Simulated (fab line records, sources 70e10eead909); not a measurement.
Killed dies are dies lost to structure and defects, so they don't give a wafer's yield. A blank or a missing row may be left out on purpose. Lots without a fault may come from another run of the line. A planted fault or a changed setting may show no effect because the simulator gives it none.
Chamber matching | flow nand_harc | NHARC_THIN_TSV_DEP_47 on pecvd-02: 3 sister chambers
The step deposits SiO2, target thk 200 nm. 3 wafers are shown with their chamber, then 7 later ones without.

WAFERS WITH THEIR CHAMBER
wafer  | chamber | throttle_valve_pct (%)
L750.2 | 2       | 16.2
L754.2 | 0       | 16.4
L754.3 | 1       | 15.9

WAFERS WITHOUT THEIR CHAMBER
wafer  | throttle_valve_pct (%)
L754.6 | 16.3
L756.1 | 16.2
L756.2 | 16.7
L756.5 | 15.4
L759.1 | 16.8
L759.2 | 15.7
L759.3 | 16.5

WHICH CHAMBER EACH WENT THROUGH
wafer  | from the rows above          | in truth
L754.6 | can't be placed: 0 or 2 or 1 | 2
L756.1 | can't be placed: 2 or 0 or 1 | 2
L756.2 | can't be placed: 0 or 2 or 1 | 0
L756.5 | can't be placed: 1 or 2 or 0 | 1
L759.1 | can't be placed: 0 or 2 or 1 | 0
L759.2 | can't be placed: 1 or 2 or 0 | 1
L759.3 | can't be placed: 0 or 2 or 1 | 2
Placed correctly: 0 of 7. Can't be placed from these rows: 7 (the true chamber is among the candidates in 7). Placed wrongly: 0.
How it was worked out, from the rows above alone: a wafer's distance from a chamber is the root of the sum, over the readings, of the square of ((its reading less the chamber's mean) divided by the reading's scatter). The wafer belongs to the nearest chamber; if the next one is less than 2 further off, it can't be placed. A chamber's mean is the mean of its shown wafers. The scatter: with one shown wafer a chamber, the root of the mean of the squares of how far each hidden wafer lies from its nearest shown one.
